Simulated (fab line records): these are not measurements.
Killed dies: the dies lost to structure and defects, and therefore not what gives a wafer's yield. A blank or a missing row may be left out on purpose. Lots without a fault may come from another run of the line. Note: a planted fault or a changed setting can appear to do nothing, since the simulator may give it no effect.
Split-lot study :: flow n5Finfet :: on a route of 1938 steps: 7 lots, 21 wafers read

## SPLIT DETAILS
At N5_BEOL_M10_COAT_60 (time 60 s, resist thk 30 nm), the setting spinRpm was moved away from the recipe's 1500 rpm on 3 of the 21 wafers read, by -9.5% to -5.7%. All remaining wafers had this setting at the recipe value.

## FROM THE SPLIT TO THE READING: what the file shows between them, 4 steps
- N5_BEOL_M10_COAT_05: resist thk 90 nm
- N5_BEOL_M10_EBR_07
- N5_BEOL_M10_DESCUM_16: chemistry O2, time 7.9 s
- N5_BEOL_M10_ETCH_61: etches SiARC in CF4, target depth 39 nm, time 65 s

## THE READING
SiARC_of_BEOL_M10_COAT_60.thkNm (the simulator's own value, which no gauge read), in nm, at N5_BEOL_M10_ETCH_62 (etches SOC in N2/H2, target depth 110 nm, overetch 22 nm, time 165 s). The file gives no usual value for it. Here, 18 wafers ran the recipe; their average is 23.5 nm with a standard deviation of 0.19 nm.

wafer: L076.1
tool, chamber at the split: lithoTrack-04, 0
spinRpm as run, rpm: 1500
against the recipe: recipe
SiARC_of_BEOL_M10_COAT_60.thkNm, nm: 23.4
against lot-mates on the recipe: -

wafer: L076.5
tool, chamber at the split: lithoTrack-04, 0
spinRpm as run, rpm: 1500
against the recipe: recipe
SiARC_of_BEOL_M10_COAT_60.thkNm, nm: 23.4
against lot-mates on the recipe: -

wafer: L076.2
tool, chamber at the split: lithoTrack-04, 0
spinRpm as run, rpm: 1500
against the recipe: recipe
SiARC_of_BEOL_M10_COAT_60.thkNm, nm: 23.6
against lot-mates on the recipe: -

wafer: L077.2
tool, chamber at the split: lithoTrack-03, 0
spinRpm as run, rpm: 1500
against the recipe: recipe
SiARC_of_BEOL_M10_COAT_60.thkNm, nm: 24
against lot-mates on the recipe: -

wafer: L077.3
tool, chamber at the split: lithoTrack-03, 0
spinRpm as run, rpm: 1500
against the recipe: recipe
SiARC_of_BEOL_M10_COAT_60.thkNm, nm: 23.2
against lot-mates on the recipe: -

wafer: L077.4
tool, chamber at the split: lithoTrack-03, 0
spinRpm as run, rpm: 1500
against the recipe: recipe
SiARC_of_BEOL_M10_COAT_60.thkNm, nm: 23.6
against lot-mates on the recipe: -

wafer: L085.2
tool, chamber at the split: lithoTrack-05, 0
spinRpm as run, rpm: 1500
against the recipe: recipe
SiARC_of_BEOL_M10_COAT_60.thkNm, nm: 23.6
against lot-mates on the recipe: -

wafer: L085.3
tool, chamber at the split: lithoTrack-05, 0
spinRpm as run, rpm: 1500
against the recipe: recipe
SiARC_of_BEOL_M10_COAT_60.thkNm, nm: 23.6
against lot-mates on the recipe: -

wafer: L085.5
tool, chamber at the split: lithoTrack-05, 0
spinRpm as run, rpm: 1500
against the recipe: recipe
SiARC_of_BEOL_M10_COAT_60.thkNm, nm: 23.6
against lot-mates on the recipe: -

wafer: L089.1
tool, chamber at the split: lithoTrack-05, 0
spinRpm as run, rpm: 1500
against the recipe: recipe
SiARC_of_BEOL_M10_COAT_60.thkNm, nm: 23.4
against lot-mates on the recipe: -

wafer: L089.4
tool, chamber at the split: lithoTrack-05, 0
spinRpm as run, rpm: 1500
against the recipe: recipe
SiARC_of_BEOL_M10_COAT_60.thkNm, nm: 23.2
against lot-mates on the recipe: -

wafer: L089.5
tool, chamber at the split: lithoTrack-05, 0
spinRpm as run, rpm: 1357
against the recipe: -9.5%
SiARC_of_BEOL_M10_COAT_60.thkNm, nm: 25.2
against lot-mates on the recipe: +1.9

wafer: L094.2
tool, chamber at the split: lithoTrack-05, 0
spinRpm as run, rpm: 1500
against the recipe: recipe
SiARC_of_BEOL_M10_COAT_60.thkNm, nm: 23.4
against lot-mates on the recipe: -

wafer: L094.4
tool, chamber at the split: lithoTrack-05, 0
spinRpm as run, rpm: 1500
against the recipe: recipe
SiARC_of_BEOL_M10_COAT_60.thkNm, nm: 23.4
against lot-mates on the recipe: -

wafer: L094.6
tool, chamber at the split: lithoTrack-05, 0
spinRpm as run, rpm: 1500
against the recipe: recipe
SiARC_of_BEOL_M10_COAT_60.thkNm, nm: 23.8
against lot-mates on the recipe: -

wafer: L096.2
tool, chamber at the split: lithoTrack-05, 0
spinRpm as run, rpm: 1500
against the recipe: recipe
SiARC_of_BEOL_M10_COAT_60.thkNm, nm: 23.4
against lot-mates on the recipe: -

wafer: L096.5
tool, chamber at the split: lithoTrack-05, 0
spinRpm as run, rpm: 1500
against the recipe: recipe
SiARC_of_BEOL_M10_COAT_60.thkNm, nm: 23.4
against lot-mates on the recipe: -

wafer: L096.6
tool, chamber at the split: lithoTrack-05, 0
spinRpm as run, rpm: 1500
against the recipe: recipe
SiARC_of_BEOL_M10_COAT_60.thkNm, nm: 23.6
against lot-mates on the recipe: -

wafer: L097.2
tool, chamber at the split: lithoTrack-04, 0
spinRpm as run, rpm: 1414
against the recipe: -5.7%
SiARC_of_BEOL_M10_COAT_60.thkNm, nm: 24.2
against lot-mates on the recipe: +0.8

wafer: L097.4
tool, chamber at the split: lithoTrack-04, 0
spinRpm as run, rpm: 1414
against the recipe: -5.7%
SiARC_of_BEOL_M10_COAT_60.thkNm, nm: 24.4
against lot-mates on the recipe: +1.0

wafer: L097.5
tool, chamber at the split: lithoTrack-04, 0
spinRpm as run, rpm: 1500
against the recipe: recipe
SiARC_of_BEOL_M10_COAT_60.thkNm, nm: 23.4
against lot-mates on the recipe: -

THE FIT
A straight line over all 21 wafers: SiARC_of_BEOL_M10_COAT_60.thkNm changes by -0.163 nm for each +1% of spinRpm; r = -0.91; the points scatter about the line by 0.2 nm.
The same after taking each lot's own level away (the mean of its wafers on the recipe; 21 wafers): -0.182 nm for each +1%; r = -0.94; scatter 0.18 nm.
Per that fit: largest spinRpm move, reading shift of 1.7 nm.
Measured against the standard deviation above, the lots' own levels, which go from 23.30 to 23.60 nm, span 1.6 times it.
So the lot-to-lot level changes the slope: the two fits differ.
Check: for one of the wafers moved furthest among these (-9.5%), held out of the fit, the line's prediction against its lot-mates is +1.5 nm. Against them it came out at +1.9 nm.

## THESE WAFERS: OTHER SPLITS
Other splits were also applied to these wafers ahead of the reading. Each is held against what the fit with the lots' levels taken away leaves over:
other split on the same wafers: N5_BEOL_M8_DEVELOP_10 developTimeS
wafers away from the commonest value: 3
r with SiARC_of_BEOL_M10_COAT_60.thkNm (lot level and that fit taken away): -0.05

other split on the same wafers: N5_BEOL_M9_ETCH_62 timeS
wafers away from the commonest value: 9
r with SiARC_of_BEOL_M10_COAT_60.thkNm (lot level and that fit taken away): +0.08

other split on the same wafers: N5_BEOL_M9_COAT_64 spinRpm
wafers away from the commonest value: 7
r with SiARC_of_BEOL_M10_COAT_60.thkNm (lot level and that fit taken away): -0.11

## THE WHOLE CHAIN: every reading that the file lists as answering this split, in the file's order
step: N5_BEOL_M10_COAT_60
what it does: time 60 s, resist thk 30 nm
reading: SiARC_of_BEOL_M10_COAT_60.thkNm (the simulator's own value, which no gauge read)
change (the file's fit): -0.16 nm for each +1% of the setting
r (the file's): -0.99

step: N5_BEOL_M10_ETCH_61
what it does: etches SiARC in CF4, target depth 39 nm, time 65 s
reading: etch.depthNm (the simulator's own value, which no gauge read)
change (the file's fit): -0.167 nm for each +1% of the setting
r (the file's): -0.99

step: N5_BEOL_M10_ETCH_61
what it does: etches SiARC in CF4, target depth 39 nm, time 65 s
reading: CAR-ArF_of_BEOL_M10_COAT_05.thkNm (the simulator's own value, which no gauge read)
change (the file's fit): +0.183 nm for each +1% of the setting
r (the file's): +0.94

step: N5_BEOL_M10_ETCH_62
what it does: etches SOC in N2/H2, target depth 110 nm, overetch 22 nm, time 165 s
reading: SiARC_of_BEOL_M10_COAT_60.thkNm (the simulator's own value, which no gauge read)
change (the file's fit): -0.188 nm for each +1% of the setting
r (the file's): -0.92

## THE FILE'S OWN FIT
SiARC_of_BEOL_M10_COAT_60.thkNm changes by -0.188 nm for each +1% of spinRpm, r = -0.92.
